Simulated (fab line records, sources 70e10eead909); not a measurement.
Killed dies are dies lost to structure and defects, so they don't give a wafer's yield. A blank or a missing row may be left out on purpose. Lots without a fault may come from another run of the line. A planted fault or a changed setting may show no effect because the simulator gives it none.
fab line records | flow nand_harc
record lots=13 wafers=39 last_day=22
route steps=1159 shown A_STAIRCASE@733 A_SGD_CUT@762
lots that met no fault: from a run of the same line without faults
start_h: hours from the record's first day to the start of the lot's first wafer shown | wait_h: hours since the lot's step before | " the same as in the row above | L1.1+2: a row that stands for several wafers | - no value, or no start given | * or withheld: withheld | < > ~ a bound
route shown NAME@n: a module of which the file shows steps, and the number in the route of the first | usual: mean/standard deviation of fault-free wafers | same: alike in all rows | chamber/n: place in a boat | sites: the reading at each site | _std_site: their standard deviation | _edge_site: outer sites' mean less inner sites' | radius_mm: how far each site lies from the wafer's centre | mask NAME#n: copy n | behind: the tool/chamber that last shaped the wafer | hold: why the lot was held/for how many hours/how that ended | device: the transistor (n, p or np) that didn't switch | end of line: the same wafers' tests at the end of the route | a step without rows: its recipe alone | killed: dies lost to structure and defects at the first sort, not the wafer's yield | map: a wafer's dies, x killed, . not, _ none there
set.NAME: the setting as run; set.NAME@STEP: as run at that earlier step | model.NAME: the simulator's own value behind a step, which no gauge read
steps of the route over a sample of lots; a table a step, a row a wafer
services: from which hour (start_h, from the record's first day; less than 0 if before it) a tool's chamber was out of use, for how many hours, and why
## steps
# step NHARC_A_STAIRCASE_CMP_450
# recipe target_thk_nm=200 material=SiO2
# usual motor_current_A=12.1/1.4
# columns lot.wafer tool chamber start_h wait_h motor_current_A
L189.4 cmp-03 3 297.50 - 11.4
L189.6 " 0 " " 14.1
L189.5 " 1 " " 11.2
L191.1 cmp-01 3 313.57 - 10.9
L191.2 " 2 " " 11.7
L191.6 " 0 " " 14.0
L192.1 cmp-02 2 314.14 - 11.1
L192.2 " 0 " " 9.9
L192.5 " 2 " " 11.4
L195.3 cmp-03 1 318.31 - 10.9
L195.2 " 2 " " 12.3
L195.6 " 1 " " 10.7
L194.1 cmp-01 2 318.80 - 11.0
L194.3 " 3 " " 10.4
L194.6 " 1 " " 12.0
L193.4 cmp-03 1 330.43 - 11.2
L193.2 " 2 " " 12.8
L193.3 " 3 " " 12.2
L196.3 cmp-03 2 345.87 - 11.9
L196.2 " 3 " " 11.4
L196.4 " 0 " " 14.8
L198.2 cmp-02 2 363.84 - 11.0
L198.1 " 0 " " 9.5
L198.5 " 2 " " 11.0
L197.1 cmp-03 2 364.14 - 12.4
L197.5 " 1 " " 10.6
L197.6 " 2 " " 12.4
L199.3 cmp-01 2 368.55 - 11.8
L199.5 " 1 " " 12.1
L199.6 " 2 " " 11.6
L201.2 cmp-03 2 377.12 - 11.3
L201.1 " 3 " " 11.8
L201.4 " 0 " " 15.1
L200.4 cmp-03 2 377.42 - 12.9
L200.1 " 3 " " 12.6
L200.6 " 2 " " 12.6
L204.1 cmp-03 1 399.22 - 10.9
L204.4 " 2 " " 12.9
L204.5 " 2 " " 12.1
# step NHARC_A_SGD_CUT_ETCH_58
# recipe target_depth_a=390 over_etch_frac=0.3 time_s=65 ion_energy_ev=80 cf4_flow_sccm=150 ar_flow_sccm=0 rf_w=300 bias_w=100 chemistry=CF4
# usual drypump_motor_current_A=5.7/0.44 oes_product_au=1.003/0.0074 rf_vpp_V=151.5/1 showerhead_plenum_p_Torr=1.79/0.053 throttle_valve_pct=13.283/0.009
# columns lot.wafer tool chamber start_h wait_h drypump_motor_current_A oes_product_au rf_hours_counter_h rf_vpp_V showerhead_plenum_p_Torr throttle_valve_pct
L189.4 rie_diel-01 3 300.49 0.1 5.6 0.997 15 150.2 1.69 13.280
L189.5 " 0 " " 5.4 0.994 - 150.1 1.76 13.291
L189.6 " 1 " " 6.2 0.993 - 153.2 1.89 13.278
L191.2 rie_diel-04 1 316.45 0.1 5.3 0.988 1 151.3 1.79 13.292
L191.1 " 3 " " 5.5 0.999 1 151.8 1.77 13.284
L191.6 " 0 " " 6.5 1.009 - 150.6 1.78 13.285
L192.1 rie_diel-04 0 317.26 0.1 6.5 0.999 1 151.9 1.78 13.288
L192.2 " 1 " " 5.3 0.989 1 152.9 1.79 13.294
L192.5 " 0 " " 6.5 0.993 - 152.0 1.78 13.284
L195.3 rie_diel-04 2 321.39 0.1 5.8 1.007 1 150.7 1.79 13.286
L195.2 " 1 " " 5.4 1.005 1 151.2 1.79 13.288
L195.6 " 2 " " 5.8 1.004 - 149.2 1.79 13.280
L194.1 rie_diel-01 2 321.67 0.1 6.1 0.997 18 152.9 1.87 13.269
L194.3 " 0 " " 5.4 1.000 16 150.8 1.76 13.289
L194.6 " 2 " " 6.1 0.995 - 150.2 1.87 13.280
L193.4 rie_diel-12 2 333.37 0.1 6.1 1.011 12 151.2 1.70 13.288
L193.2 " 3 " " 4.8 1.011 10 151.4 1.76 13.289
L193.3 " 0 " " 5.7 1.003 12 151.5 1.82 13.286
L196.2 rie_diel-12 1 348.83 0.1 5.6 1.012 13 153.0 1.85 13.291
L196.4 " 3 " " 4.8 1.003 12 151.9 1.76 13.284
L196.3 " 0 " " 5.7 1.003 14 152.1 1.82 13.289
L198.2 rie_diel-01 1 366.94 0.1 6.2 0.989 4 153.7 1.89 13.272
L198.1 " 0 " " 5.4 1.005 4 150.8 1.75 13.262
L198.5 " 2 " " 6.2 1.001 - 152.4 1.86 13.283
L197.1 rie_diel-12 3 367.15 0.1 4.8 1.010 13 150.8 1.76 13.271
L197.6 " 2 " " 6.1 1.003 - 151.8 1.70 13.279
L197.5 " 3 " " 4.9 1.009 - 150.9 1.76 13.274
L199.3 rie_diel-12 2 371.42 0.2 6.1 1.006 16 150.7 1.70 13.284
L199.5 " 3 " " 4.8 1.004 - 152.0 1.76 13.270
L199.6 " 0 " " 5.7 1.002 - 151.6 1.82 13.278
L201.1 rie_diel-04 0 380.05 0.1 6.5 1.015 5 151.0 1.78 13.288
L201.4 " 1 " " 5.4 1.019 5 151.2 1.79 13.287
L201.2 " 2 " " 5.8 1.002 5 151.6 1.79 13.288
L200.4 rie_diel-01 0 380.35 0.1 5.4 0.997 5 150.9 1.75 13.285
L200.1 " 1 " " 6.2 0.996 6 153.8 1.89 13.275
L200.6 " 3 " " 5.6 1.000 - 150.2 1.68 13.274
L204.4 rie_diel-04 1 402.07 0.1 5.3 0.997 8 151.7 1.79 13.296
L204.1 " 0 " " 6.5 1.002 7 151.1 1.78 13.292
L204.5 " 1 " " 5.4 1.009 - 149.9 1.79 13.286
# step NHARC_A_SGD_CUT_ETCH_59
# recipe target_depth_a=2600 over_etch_frac=0.25 time_s=406.25 ion_energy_ev=200 n2_flow_sccm=150 h2_flow_sccm=150 ar_flow_sccm=0 rf_w=400 bias_w=150 chemistry=N2/H2
# usual drypump_motor_current_A=5.7/0.44 h2_flow_sccm=150.0/0.43 oes_product_au=1.004/0.0065 rf_vpp_V=431.1/2 showerhead_plenum_p_Torr=2.06/0.068 throttle_valve_pct=14.172/0.0091
# columns lot.wafer tool chamber start_h wait_h drypump_motor_current_A h2_flow_sccm oes_product_au rf_hours_counter_h rf_vpp_V showerhead_plenum_p_Torr throttle_valve_pct
L189.4 rie_diel-01 1 300.57 - 6.2 149.6 0.994 15 434.5 2.20 14.177
L189.5 " 1 " " 6.2 149.4 1.004 - 435.5 2.20 14.176
L189.6 " 2 " " 6.2 149.5 0.989 - 435.1 2.16 14.178
L191.2 rie_diel-04 0 316.54 - 6.5 149.3 1.005 1 430.9 2.05 14.188
L191.1 " 1 " " 5.4 150.4 1.008 1 430.9 2.07 14.179
L191.6 " 1 " " 5.4 150.0 1.014 - 429.7 2.07 14.167
L192.1 rie_diel-04 2 317.37 - 5.8 149.6 1.003 1 430.0 2.07 14.169
L192.2 " 3 " " 5.5 149.6 1.010 1 430.0 2.04 14.168
L192.5 " 1 " " 5.4 150.4 1.008 - 431.4 2.07 14.172
L195.2 rie_diel-04 0 321.54 - 6.5 150.2 1.005 1 430.6 2.05 14.165
L195.3 " 1 " " 5.4 150.1 1.000 2 431.4 2.07 14.163
L195.6 " 3 " " 5.5 150.1 1.007 - 429.9 2.04 14.153
L194.3 rie_diel-01 1 321.79 - 6.2 150.7 0.992 17 435.6 2.19 14.166
L194.1 " 3 " " 5.6 150.5 1.005 17 427.2 1.93 14.178
L194.6 " 1 " " 6.2 150.3 0.997 - 433.6 2.19 14.169
L193.3 rie_diel-12 3 333.46 - 4.9 149.9 1.005 11 430.3 2.03 14.177
L193.2 " 0 " " 5.7 150.2 1.007 12 431.3 2.10 14.171
L193.4 " 1 " " 5.6 149.7 1.010 12 434.2 2.14 14.189
L196.4 rie_diel-12 0 348.92 - 5.7 149.3 1.003 14 431.4 2.10 14.182
L196.3 " 2 " " 6.0 150.8 1.001 14 428.9 1.96 14.172
L196.2 " 3 " " 4.8 149.8 1.006 12 430.4 2.03 14.163
L198.1 rie_diel-01 2 367.03 - 6.2 149.9 1.009 4 433.9 2.16 14.170
L198.2 " 1 " " 6.2 148.9 0.999 4 436.2 2.19 14.169
L198.5 " 3 " " 5.6 149.9 1.010 - 426.8 1.93 14.172
L197.1 rie_diel-12 3 367.29 - 4.8 149.0 1.000 14 430.2 2.03 14.179
L197.6 " 1 " " 5.6 150.5 0.999 - 431.8 2.14 14.188
L197.5 " 2 " " 6.1 150.1 1.000 - 427.5 1.96 14.173
L199.3 rie_diel-12 0 371.49 - 5.7 149.7 1.003 16 430.6 2.10 14.166
L199.5 " 0 " " 5.7 149.9 1.011 - 433.4 2.10 14.198
L199.6 " 1 " " 5.6 150.0 0.994 - 433.1 2.14 14.179
L201.2 rie_diel-04 2 380.17 - 5.8 150.5 1.011 5 431.5 2.06 14.171
L201.1 " 3 " " 5.5 150.0 1.019 6 430.5 2.04 14.175
L201.4 " 0 " " 6.5 149.5 1.005 5 429.3 2.05 14.183
L200.1 rie_diel-01 3 380.49 - 5.6 150.5 1.006 5 427.3 1.93 14.185
L200.4 " 1 " " 6.2 149.7 0.992 6 435.6 2.19 14.175
L200.6 " 3 " " 5.6 150.3 1.006 - 427.7 1.93 14.167
L204.4 rie_diel-04 3 402.16 - 5.5 149.9 1.004 7 430.5 2.04 14.167
L204.1 " 2 " " 5.8 149.6 1.005 7 431.7 2.06 14.184
L204.5 " 0 " " 6.5 149.8 0.839 - 430.7 2.05 14.179
## services
# columns tool chamber start_h hours kind
cmp-01 - 277.66 4.0 pm
cmp-03 - 281.07 5.6 repair
cmp-02 - 288.62 1.9 repair
rie_diel-04 - 288.94 9.0 pm
rie_diel-04 0 288.94 9.0 vent_cycle
rie_diel-04 1 288.94 9.0 vent_cycle
rie_diel-04 2 288.94 9.0 vent_cycle
cmp-02 - 291.03 0.5 repair
cmp-02 - 296.89 3.8 repair
rie_diel-04 - 311.82 0.5 repair
cmp-03 - 320.91 2.3 repair
rie_diel-01 - 323.07 9.0 pm
rie_diel-12 - 323.75 0.6 repair
cmp-02 - 324.61 4.0 pm
rie_diel-04 2 332.87 2.9 repair
cmp-01 - 337.60 1.4 repair
cmp-02 - 348.03 0.5 repair
cmp-03 - 350.46 1.1 repair
cmp-03 - 352.01 4.0 pm
rie_diel-04 - 369.76 1.0 repair
rie_diel-04 2 373.23 4.6 repair
cmp-02 - 375.16 2.0 repair
cmp-01 - 375.66 4.0 pm
rie_diel-12 - 379.43 9.0 pm
## key
first_sign step=NHARC_A_SGD_CUT_ETCH_59 reading=oes_product_au direction=down sigmas=25 usual=1.004 struck=0.839
effect none on later readings
met_at NHARC_A_SGD_CUT_ETCH_59
struck_lots L204
struck_wafers L204.5
later_rows_left_out L204.5
sort_left_out L204.5
tester_left_out L204
not_acting_at NHARC_A_STAIRCASE_CMP_450,NHARC_A_SGD_CUT_ETCH_58
onset_between 380.17 402.16
fault kind=process_parameter_drift tool=rie_diel-04 chamber=0 onset_h=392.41 steps=NHARC_A_SGD_CUT_ETCH_59 channel=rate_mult offset=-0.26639 shape=step end_h=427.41
# tester_left_out: of these lots the tester's yield and bins aren't shown, on N5 and GAA mostly nor the transistor test; their killed dies are dies lost to structure and defects alone, not to doping, threshold or leakage, so they don't give the yield
# sort_left_out: the simulated sort isn't trusted on such a fault, so these wafers' sort isn't shown, and their yield isn't known
# later_rows_left_out: the simulator's readings of these wafers behind a module that went badly wrong aren't trusted and aren't shown, but for the sort
